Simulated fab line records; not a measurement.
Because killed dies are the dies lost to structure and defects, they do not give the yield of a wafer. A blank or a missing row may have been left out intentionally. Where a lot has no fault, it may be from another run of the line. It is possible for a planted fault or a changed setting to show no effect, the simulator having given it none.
fab line records	flow n5-finfet	part 1 of 2: steps 1 to 17 of 24
record lots=5	wafers=15	last-day=17
route steps=1938 shown HKMG_FIN@450 GATE_CUT@465
lots untouched by any fault: they come from a run of this same line in which no faults occurred
start-h: hours from the record's opening day to when the first of the lot's shown wafers began	wait-h: time in hours since the lot's previous step	" repeats the value in the row above	L1.1+2: several wafers, shown together as one row	- either no value or no given start	* or withheld: withheld	< > ~ a bound
route shown NAME@n: a module of which the file shows steps, and the number in the route of the first	usual: mean/standard deviation of fault-free wafers	same: alike in all rows	chamber/n: place in a boat	sites: per-site readings	_std_site: their standard deviation	_edge_site: mean of outer sites minus mean of inner sites	radius-mm: how far each site lies from the wafer's centre	mask NAME#n: copy n	behind: the tool/chamber that last shaped the wafer	hold: why the lot went on hold/how many hours it stayed there/how the hold came to an end	device: the transistor (n, p or np) that didn't switch	end of line: tests run on the same wafers once the route is complete	for a step that has no rows: nothing shown but its recipe	killed: the dies lost at the first sort to structure and to defects; this is not the yield of the wafer	map: per-die view of a wafer (x killed, . not killed, _ where there is no die)
set.NAME: the run value of the setting; set.NAME@STEP: its run value at that earlier step	model.NAME: the simulator's own value behind a step, which no gauge read
lots at selected steps of the route; one table per step, one row per wafer
services: the hour from which a tool's chamber was out of use, counted from the record's first day as start-h (under 0 if before that day), plus the number of hours and why
## steps
# step N5_HKMG_FIN_COAT_66
# recipe resist=SOC	temp-c=250	time-s=60	spin-rpm=1500	resist-thk-nm=300
# usual spin-speed-rpm=1500.1/1
lot.wafer	tool	chamber	start-h	wait-h	spin-speed-rpm
L081.1	litho-track-04	0	122.15	0.2	1499.4
L081.2	"	0	"	"	1500.0
L081.4	"	0	"	"	1500.5
L082.3	litho-track-03	0	127.55	0.2	1501.2
L082.4	"	0	"	"	1500.4
L082.6	"	0	"	"	1498.3
L091.3	litho-track-04	0	178.92	0.2	1501.3
L091.4	"	0	"	"	1500.9
L091.5	"	0	"	"	1499.8
L096.3	litho-track-01	0	211.00	0.2	1500.6
L096.4	"	0	"	"	1499.7
L096.6	"	0	"	"	1500.1
L097.3	litho-track-03	0	215.07	0.2	1499.8
L097.4	"	0	"	"	1500.2
L097.6	"	0	"	"	1501.2
# step N5_HKMG_FIN_ETCH_67
# recipe chemistry=N2/H2	target=SOC	target-depth-a=3889	stop-on=TiN	ion-energy-ev=100	bias-w=61	pressure-mtorr=30	source-w=850	n2-flow-sccm=200	h2-flow-sccm=200
# usual drypump-motor-current-A=5.6/0.43	oes-product-au=0.77/0.08	rf-fwd-power-W=844.0/2.9	rf-vpp-V=240.4/1.2	showerhead-plenum-p-Torr=2.52/0.079	throttle-valve-pct=17.75/0.23
lot.wafer	tool	chamber	start-h	wait-h	drypump-motor-current-A	oes-product-au	rf-fwd-power-W	rf-hours-counter-h	rf-vpp-V	showerhead-plenum-p-Torr	throttle-valve-pct
L081.1	rie-diel-06	1	122.21	-	5.4	0.78	842.1	114	241.7	2.55	17.35
L081.2	"	2	"	"	5.6	0.67	838.7	236	239.3	2.41	17.84
L081.4	"	0	"	"	5.0	0.70	846.4	211	241.2	2.62	17.97
L082.3	rie-diel-06	2	127.61	-	5.7	0.67	845.1	238	239.4	2.41	17.84
L082.4	"	3	"	"	6.4	0.73	840.4	176	239.5	2.42	17.69
L082.6	"	1	"	"	5.4	0.78	840.8	-	241.2	2.55	17.34
L091.3	rie-diel-03	1	178.98	-	5.3	0.96	845.5	9	240.9	2.61	17.84
L091.4	"	3	"	"	5.6	0.88	840.3	42	239.9	2.48	17.70
L091.5	"	3	"	"	5.6	0.87	838.7	-	240.3	2.48	17.68
L096.3	rie-diel-06	3	211.09	-	6.4	0.70	840.2	211	239.4	2.41	17.73
L096.4	"	0	"	"	5.1	0.67	845.2	248	241.8	2.60	18.05
L096.6	"	2	"	"	5.6	0.92	847.4	-	243.5	2.72	17.48
L097.3	rie-diel-03	1	215.13	-	5.3	0.93	845.9	22	241.2	2.60	17.86
L097.4	"	3	"	"	5.6	0.85	840.7	55	240.4	2.48	17.72
L097.6	"	3	"	"	5.6	0.85	843.8	-	240.7	2.48	17.71
# step N5_HKMG_FIN_STRIP_90
# recipe chemistry=N2/H2	material=SOC	time-s=20	power-w=500	temp-c=40	pressure-mtorr=50	rf-frequency-hz=6e+07	bias-power-w=8	h2-frac=0.5	n2-flow-sccm=300	h2-flow-sccm=300
# usual drypump-motor-current-A=5.6/0.43	oes-product-au=0.78/0.083	rf-fwd-power-W=497.1/1.7	rf-vpp-V=54.1/0.85	showerhead-plenum-p-Torr=3.33/0.1	throttle-valve-pct=18.9/0.38
lot.wafer	tool	chamber	start-h	wait-h	drypump-motor-current-A	oes-product-au	rf-fwd-power-W	rf-hours-counter-h	rf-vpp-V	showerhead-plenum-p-Torr	throttle-valve-pct
L081.1	rie-diel-06	1	122.27	0.0	5.4	0.79	498.6	115	54.8	3.36	18.2
L081.2	"	2	"	"	5.7	0.68	498.3	236	54.4	3.19	18.8
L081.4	"	0	"	"	5.1	0.70	496.5	211	54.1	3.46	19.2
L082.3	rie-diel-06	2	127.67	0.0	5.7	0.68	494.4	238	53.7	3.19	18.8
L082.4	"	3	"	"	6.5	0.73	497.0	176	53.3	3.20	18.8
L082.6	"	1	"	"	5.4	0.79	495.7	-	53.1	3.36	18.2
L091.3	rie-diel-03	1	179.04	0.0	5.3	0.97	498.1	9	54.3	3.44	19.3
L091.4	"	3	"	"	5.6	0.88	498.3	42	54.5	3.28	18.9
L091.5	"	3	"	"	5.7	0.88	497.4	-	55.1	3.28	18.9
L096.3	rie-diel-06	3	211.15	0.0	6.4	0.71	498.4	211	54.4	3.18	18.9
L096.4	"	0	"	"	5.1	0.67	497.2	248	55.0	3.44	19.3
L096.6	"	2	"	"	5.7	0.94	497.7	-	54.4	3.58	18.5
L097.3	rie-diel-03	1	215.19	0.0	5.3	0.93	496.6	22	54.2	3.43	19.3
L097.4	"	3	"	"	5.6	0.86	496.6	55	52.6	3.28	18.9
L097.6	"	3	"	"	5.6	0.86	498.6	-	55.3	3.28	18.9
# step N5_HKMG_FIN_WET_ETCH_73
# recipe chemistry=SC1	mix=1:2:40	temp-c=50	time-s=42.3	target-depth-nm=1.3	dry=ipa-marangoni	rinse-time-s=30	rinse-temp-c=23
# usual nh4oh-flow-mL-min=34.87/0.12
lot.wafer	tool	chamber	start-h	wait-h	nh4oh-flow-mL-min
L081.1	wet-bench-06	6	122.37	0.1	34.74
L081.2	"	1	"	"	34.98
L081.4	"	0	"	"	34.96
L082.3	wet-bench-06	7	127.77	0.1	35.07
L082.4	"	4	"	"	34.85
L082.6	"	0	"	"	35.30
L091.3	wet-bench-01	2	179.14	0.1	34.89
L091.4	"	4	"	"	34.87
L091.5	"	1	"	"	34.81
L096.3	wet-bench-06	0	211.25	0.1	34.86
L096.4	"	1	"	"	34.91
L096.6	"	4	"	"	34.92
L097.3	wet-bench-06	6	215.29	0.1	34.86
L097.4	"	7	"	"	34.79
L097.6	"	0	"	"	34.86
# step N5_HKMG_FIN_ETCHBACK_68
# recipe chemistry=Cl2/Ar	stop-on=HfO2	target-depth-a=5	pressure-mtorr=10	icp-w=600	bias-w=60	Cl2_flow_sccm=40	Ar_flow_sccm=60
# usual drypump-motor-current-A=5.7/0.35	he-backside-leak-sccm=3.43/0.29	oes-product-au=0.81/0.13	rf-fwd-power-W=596.4/2	throttle-valve-pct=20.78/0.17
lot.wafer	tool	chamber	start-h	wait-h	drypump-motor-current-A	he-backside-leak-sccm	oes-product-au	rf-fwd-power-W	rf-hours-counter-h	throttle-valve-pct
L081.1	rie-metal-02	0	122.43	0.0	6.3	3.46	0.65	599.6	107	20.92
L081.2	"	0	"	"	6.2	3.40	0.66	599.5	-	20.94
L081.4	"	0	"	"	6.3	3.48	0.65	597.7	-	20.92
L082.3	rie-metal-03	1	127.87	0.1	5.7	3.27	0.93	599.4	-	20.61
L082.4	"	0	"	"	5.6	3.75	0.82	594.5	-	20.67
L082.6	"	0	"	"	5.6	3.70	0.82	595.3	-	20.69
L091.3	rie-metal-02	0	179.24	0.1	6.3	3.47	0.64	598.5	-	20.93
L091.4	"	1	"	"	5.3	3.21	0.95	597.2	-	21.02
L091.5	"	1	"	"	5.3	3.25	0.95	596.0	-	21.04
L096.3	rie-metal-02	0	211.39	0.1	6.2	3.54	0.64	598.2	-	20.95
L096.4	"	0	"	"	6.3	3.63	0.64	600.0	-	20.93
L096.6	"	0	"	"	6.3	3.63	0.64	600.2	-	20.94
L097.3	rie-metal-02	0	215.43	0.1	6.2	3.62	0.64	598.4	-	20.94
L097.4	"	0	"	"	6.3	3.65	0.63	596.5	-	20.94
L097.6	"	0	"	"	6.3	3.64	0.63	598.1	-	20.96
# step N5_HKMG_FIN_STRIP_69
# recipe chemistry=N2/H2	power-w=2500	temp-c=300	h2-frac=0.65	time-s=360	pressure-mtorr=withheld	n2-flow-sccm=1750	h2-flow-sccm=3250
# usual drypump-motor-current-A=5.40/0.17	heater-power-w=480/48
lot.wafer	tool	chamber	start-h	wait-h	drypump-motor-current-A	heater-power-w	rf-hours-counter-h
L081.1	plasma-asher-02	1	122.70	0.2	5.35	410	95
L081.2	"	0	"	"	5.51	520	95
L081.4	"	0	"	"	5.52	527	-
L082.3	plasma-asher-02	1	128.09	0.2	5.31	407	-
L082.4	"	0	"	"	5.52	517	-
L082.6	"	0	"	"	5.53	523	-
L091.3	plasma-asher-02	1	179.46	0.2	5.28	401	-
L091.4	"	0	"	"	5.52	519	-
L091.5	"	1	"	"	5.29	412	-
L096.3	plasma-asher-02	0	211.69	0.3	5.53	517	-
L096.4	"	1	"	"	5.32	414	-
L096.6	"	0	"	"	5.54	524	-
L097.3	plasma-asher-02	1	215.73	0.3	5.30	414	-
L097.4	"	0	"	"	5.52	535	-
L097.6	"	1	"	"	5.31	409	-
# step N5_HKMG_FIN_ALD_21
# recipe material=TiN	target-thk-a=15	temp-c=400	ald-precursor-family=TiCl4	ald-co-reactant=NH3	pulse-time-s=1	purge-time-s=3	co-reactant-purge-time-s=2	co-reactant-pulse-time-s=2	ald-cycles=68	pressure-torr=3
# usual heater-power-w=866/84	precursor-pulse-height-rel=1.000/0.021
lot.wafer	tool	chamber	start-h	wait-h	heater-power-w	precursor-pulse-height-rel
L081.1	ald-metal-01	1	123.08	0.3	924	1.021
L081.2	"	3	"	"	731	0.981
L081.4	"	0	"	"	946	0.974
L082.3	ald-metal-01	3	128.35	0.1	742	1.017
L082.4	"	0	"	"	947	1.031
L082.6	"	2	"	"	750	1.016
L091.3	ald-metal-03	3	179.72	0.1	880	0.988
L091.4	"	0	"	"	946	1.026
L091.5	"	0	"	"	954	1.039
L096.3	ald-metal-03	1	211.96	0.1	915	1.016
L096.4	"	2	"	"	983	1.020
L096.6	"	3	"	"	887	1.018
L097.3	ald-metal-01	1	215.99	0.1	945	1.024
L097.4	"	2	"	"	736	0.993
L097.6	"	1	"	"	945	1.006
# step N5_HKMG_FIN_ALD_72
# recipe material=W	target-thk-a=20	temp-c=300	pressure-torr=7.5	ald-precursor-family=WF6	ald-co-reactant=B2H6	pulse-time-s=1	purge-time-s=2	co-reactant-purge-time-s=2	co-reactant-pulse-time-s=3	ald-cycles=7
# usual heater-power-w=452/26	precursor-pulse-height-rel=1.000/0.021
lot.wafer	tool	chamber	start-h	wait-h	heater-power-w	precursor-pulse-height-rel
L081.1	cvd-w-01	1	123.44	0.2	431	1.024
L081.2	"	0	"	"	451	1.047
L081.4	"	1	"	"	442	1.026
L082.3	cvd-w-01	1	128.74	0.2	440	1.004
L082.4	"	0	"	"	452	1.024
L082.6	"	1	"	"	420	0.993
L091.3	cvd-w-02	1	180.10	0.2	461	0.977
L091.4	"	0	"	"	531	0.999
L091.5	"	1	"	"	449	0.989
L096.3	cvd-w-01	1	212.34	0.2	430	0.995
L096.4	"	0	"	"	451	0.999
L096.6	"	0	"	"	450	0.973
L097.3	cvd-w-01	1	216.38	0.2	433	0.991
L097.4	"	0	"	"	444	1.002
L097.6	"	1	"	"	440	1.003
# step N5_HKMG_FIN_W_FILL_22
# recipe material=W	target-thk-a=600	temp-c=400	pressure-torr=39.4	time-s=18.2
# usual heater-power-w=806/45	throttle-valve-pct=19.9/0.99
lot.wafer	tool	chamber	start-h	wait-h	heater-power-w	throttle-valve-pct
L081.1	cvd-w-01	1	123.50	0.0	775	19.3
L081.2	"	0	"	"	807	21.1
L081.4	"	1	"	"	777	19.3
L082.3	cvd-w-01	1	128.79	0.0	750	19.2
L082.4	"	0	"	"	816	20.9
L082.6	"	1	"	"	795	19.6
L091.3	cvd-w-02	1	180.15	0.0	810	17.9
L091.4	"	0	"	"	934	20.5
L091.5	"	1	"	"	808	18.0
L096.3	cvd-w-01	1	212.39	0.0	791	19.3
L096.4	"	0	"	"	808	21.2
L096.6	"	0	"	"	803	21.3
L097.3	cvd-w-01	1	216.43	0.0	768	18.9
L097.4	"	0	"	"	806	20.9
L097.6	"	1	"	"	751	19.4
# step N5_HKMG_FIN_PRECLEAN_83
# recipe chemistry=DIW	time-s=57.5	temp-c=23
lot.wafer	tool	chamber	start-h	wait-h
L081.1+2+4	wet-bench-05	5,4,3	123.56	0.0
L082.3+4+6	wet-bench-05	1,6,4	128.83	0.0
L091.3+4+5	wet-bench-05	7,0,1	180.20	0.0
L096.3+4+6	wet-bench-06	4,3,2	212.46	0.1
L097.3+4+6	wet-bench-06	5,4,0	216.48	0.0
# step N5_HKMG_FIN_SRD_84
# recipe dry-time-s=32	dry=n2-spin	spin-rpm=1500
lot.wafer	tool	chamber	start-h	wait-h
L081.1+2+4	wet-bench-05	5,4,3	123.58	0.0
L082.3+4+6	wet-bench-05	1,6,4	128.86	0.0
L091.3+4+5	wet-bench-05	7,0,1	180.22	0.0
L096.3+4+6	wet-bench-06	4,3,2	212.48	0.0
L097.3+4+6	wet-bench-06	5,4,0	216.50	0.0
# step N5_HKMG_FIN_CMP_23
# recipe stop-on=SiNx	t-overpolish-s=10	post-cmp-clean=rinse-only	down-force-psi=4	platen-rpm=50.289	pad-velocity-m-s=1.0006	target-thk-nm=46.326
# usual motor-current-A=11.9/1.1	overpolish-run-s=9.99/0.076	platen-rpm=50.29/0.036	time-to-endpoint-s=12.6/2.4
# same t-overpolish-s=10
lot.wafer	tool	chamber	start-h	wait-h	motor-current-A	overpolish-run-s	platen-rpm	time-to-endpoint-s
L081.1	cmp-02	2	123.61	0.0	11.1	10.01	50.27	10.5
L081.4	"	3	"	"	10.7	10.02	50.31	8.1
L081.2	"	0	"	"	13.1	10.00	50.28	9.5
L082.3	cmp-04	3	128.89	0.0	14.3	10.00	50.27	11.5
L082.4	"	0	"	"	12.1	10.01	50.26	11.5
L082.6	"	3	"	"	14.4	10.02	50.27	11.0
L091.4	cmp-03	0	180.25	0.0	11.2	10.01	50.27	14.7
L091.3	"	2	"	"	11.6	10.00	50.24	13.9
L091.5	"	0	"	"	10.9	10.01	50.25	15.8
L096.4	cmp-03	2	212.59	0.1	11.7	9.99	50.31	14.6
L096.3	"	0	"	"	10.8	10.00	50.29	12.2
L096.6	"	2	"	"	11.1	10.00	50.26	13.7
L097.3	cmp-04	3	216.53	0.0	13.8	9.99	50.29	11.3
L097.4	"	1	"	"	12.3	10.00	50.28	11.1
L097.6	"	3	"	"	14.4	10.00	50.31	11.0
# step N5_HKMG_FIN_CMP_94
# recipe stop-on=SiNx	post-cmp-clean=w-dilute-nh4oh	t-overpolish-s=4.7	down-force-psi=4	platen-rpm=50.289	pad-velocity-m-s=1.0006	target-thk-nm=43.299
# usual motor-current-A=11.9/1.1	platen-rpm=50.29/0.031
# same t-overpolish-s=4.7
lot.wafer	tool	chamber	start-h	wait-h	motor-current-A	platen-rpm
L081.1	cmp-02	2	124.09	0.4	11.8	50.27
L081.4	"	3	"	"	11.5	50.27
L081.2	"	0	"	"	13.1	50.30
L082.3	cmp-04	3	129.37	0.4	13.8	50.31
L082.4	"	0	"	"	12.2	50.25
L082.6	"	3	"	"	14.5	50.28
L091.4	cmp-03	0	180.73	0.4	11.3	50.28
L091.3	"	2	"	"	11.6	50.33
L091.5	"	0	"	"	10.5	50.29
L096.4	cmp-03	2	213.02	0.3	10.8	50.28
L096.3	"	0	"	"	11.0	50.28
L096.6	"	2	"	"	10.5	50.28
L097.3	cmp-04	3	217.01	0.4	14.3	50.26
L097.4	"	1	"	"	11.3	50.27
L097.6	"	3	"	"	14.6	50.33
# step N5_HKMG_FIN_INSPECT_28
# recipe inspect-instrument=darkfield	mode=post-cmp
# usual raw-defect-count=36/16
lot.wafer	tool	chamber	start-h	wait-h	raw-defect-count
L081.1	defect-inspect-01	-	124.33	0.0	23
L081.2	"	-	"	"	24
L081.4	"	-	"	"	35
L082.3	defect-inspect-01	-	129.60	0.0	31
L082.4	"	-	"	"	25
L082.6	"	-	"	"	20
L091.3	defect-inspect-02	-	180.97	0.0	22
L091.4	"	-	"	"	15
L091.5	"	-	"	"	19
L096.3	defect-inspect-02	-	213.22	0.0	21
L096.4	"	-	"	"	12
L096.6	"	-	"	"	30
L097.3	defect-inspect-01	-	217.25	0.0	48
L097.4	"	-	"	"	28
L097.6	"	-	"	"	34
# step N5_GATE_CUT_ETCHBACK_00
# recipe chemistry=SF6/Cl2	target=W	pressure-mtorr=8	icp-w=900	bias-w=80	SF6_flow_sccm=40	Cl2_flow_sccm=60
# usual SF6_flow_sccm=39.98/0.11	drypump-motor-current-A=5.6/0.34	he-backside-leak-sccm=3.41/0.22	oes-product-au=0.83/0.12	rf-fwd-power-W=894/3.1	throttle-valve-pct=27.40/0.18
lot.wafer	tool	chamber	start-h	wait-h	SF6_flow_sccm	drypump-motor-current-A	he-backside-leak-sccm	oes-product-au	rf-fwd-power-W	rf-hours-counter-h	throttle-valve-pct
L081.1	rie-metal-03	0	124.36	0.0	40.12	5.6	3.82	0.84	891	27	27.39
L081.2	"	1	"	"	39.99	5.7	3.17	0.96	893	3	27.25
L081.4	"	0	"	"	40.00	5.7	3.73	0.84	893	-	27.37
L082.3	rie-metal-03	0	129.67	0.1	39.91	5.6	3.41	0.84	892	-	27.38
L082.4	"	1	"	"	39.97	5.7	3.16	0.95	887	-	27.25
L082.6	"	1	"	"	39.90	5.7	3.12	0.94	894	-	27.24
L091.3	rie-metal-01	0	181.04	0.1	39.94	5.1	3.13	0.85	899	-	27.32
L091.4	"	1	"	"	39.95	5.5	3.34	0.92	900	-	27.34
L091.5	"	0	"	"	40.02	5.1	3.11	0.85	895	-	27.31
L096.3	rie-metal-01	1	213.30	0.1	39.76	5.5	3.41	0.89	897	-	27.34
L096.4	"	0	"	"	40.03	5.1	3.12	0.83	899	-	27.31
L096.6	"	0	"	"	39.97	5.2	3.28	0.83	899	-	27.32
L097.3	rie-metal-01	0	217.32	0.1	39.88	5.1	2.81	0.84	902	-	27.31
L097.4	"	1	"	"	40.04	5.5	3.42	0.90	895	-	27.35
L097.6	"	1	"	"	39.98	5.5	3.39	0.89	897	-	27.34
# step N5_GATE_CUT_ETCH_56
# recipe chemistry=Cl2/Ar	target=TiN	target-depth-a=216	pressure-mtorr=10	icp-w=600	bias-w=60	Cl2_flow_sccm=40	Ar_flow_sccm=60
# usual drypump-motor-current-A=5.6/0.34	he-backside-leak-sccm=3.4/0.31	oes-product-au=0.83/0.12	rf-fwd-power-W=595.1/2.1	throttle-valve-pct=20.76/0.19
lot.wafer	tool	chamber	start-h	wait-h	drypump-motor-current-A	he-backside-leak-sccm	oes-product-au	rf-fwd-power-W	rf-hours-counter-h	throttle-valve-pct
L081.1	rie-metal-03	0	124.48	0.1	5.7	3.5	0.84	595.1	27	20.68
L081.2	"	1	"	"	5.7	3.3	0.95	598.5	3	20.59
L081.4	"	0	"	"	5.6	3.6	0.84	595.6	-	20.69
L082.3	rie-metal-03	0	129.78	0.1	5.6	3.7	0.85	593.6	-	20.67
L082.4	"	1	"	"	5.8	3.1	0.94	594.6	-	20.61
L082.6	"	1	"	"	5.8	3.2	0.94	595.6	-	20.59
L091.3	rie-metal-01	0	181.15	0.1	5.1	4.9	0.86	596.5	-	20.59
L091.4	"	1	"	"	5.5	3.4	0.91	594.2	-	20.71
L091.5	"	0	"	"	5.2	3.1	0.86	598.0	-	20.63
L096.3	rie-metal-01	1	213.41	0.1	5.5	3.3	0.90	591.5	-	20.73
L096.4	"	0	"	"	5.1	3.0	0.86	597.9	-	20.63
L096.6	"	0	"	"	5.1	3.2	0.85	596.9	-	20.60
L097.3	rie-metal-01	0	217.43	0.1	5.1	3.2	0.84	593.3	-	20.61
L097.4	"	1	"	"	5.5	3.5	0.90	592.9	-	20.71
L097.6	"	1	"	"	5.5	3.5	0.89	597.4	-	20.72
# step N5_GATE_CUT_ETCHBACK_30
# recipe chemistry=Cl2/Ar	target=TiN	target-depth-a=30	mode=isotropic	pressure-mtorr=10	icp-w=600	bias-w=60	Cl2_flow_sccm=40	Ar_flow_sccm=60
# usual drypump-motor-current-A=5.6/0.34	he-backside-leak-sccm=3.42/0.29	oes-product-au=0.83/0.12	rf-fwd-power-W=586.7/3	throttle-valve-pct=20.76/0.19
lot.wafer	tool	chamber	start-h	wait-h	drypump-motor-current-A	he-backside-leak-sccm	oes-product-au	rf-fwd-power-W	rf-hours-counter-h	throttle-valve-pct
L081.1	rie-metal-03	0	124.57	0.1	5.7	3.66	0.85	586.5	27	20.65
L081.2	"	1	"	"	5.8	5.77	0.94	585.7	3	20.60
L081.4	"	0	"	"	5.6	3.44	0.84	582.8	-	20.68
L082.3	rie-metal-03	0	129.85	0.0	5.7	3.78	0.83	586.2	-	20.68
L082.4	"	1	"	"	5.7	3.17	0.93	583.8	-	20.62
L082.6	"	1	"	"	5.7	3.34	0.93	584.7	-	20.62
L091.3	rie-metal-01	0	181.22	0.0	5.1	3.08	0.86	588.8	-	20.61
L091.4	"	1	"	"	5.5	3.46	0.91	587.4	-	20.72
L091.5	"	0	"	"	5.1	3.00	0.86	589.7	-	20.60
L096.3	rie-metal-01	1	213.48	0.0	5.5	3.50	0.89	578.4	-	20.72
L096.4	"	0	"	"	5.1	3.01	0.84	589.8	-	20.62
L096.6	"	0	"	"	5.1	3.19	0.85	591.2	-	20.63
L097.3	rie-metal-01	0	217.50	0.0	5.1	3.10	0.84	585.5	-	20.61
L097.4	"	1	"	"	5.5	3.49	0.89	586.3	-	20.74
L097.6	"	1	"	"	5.5	3.36	0.89	586.7	-	20.71
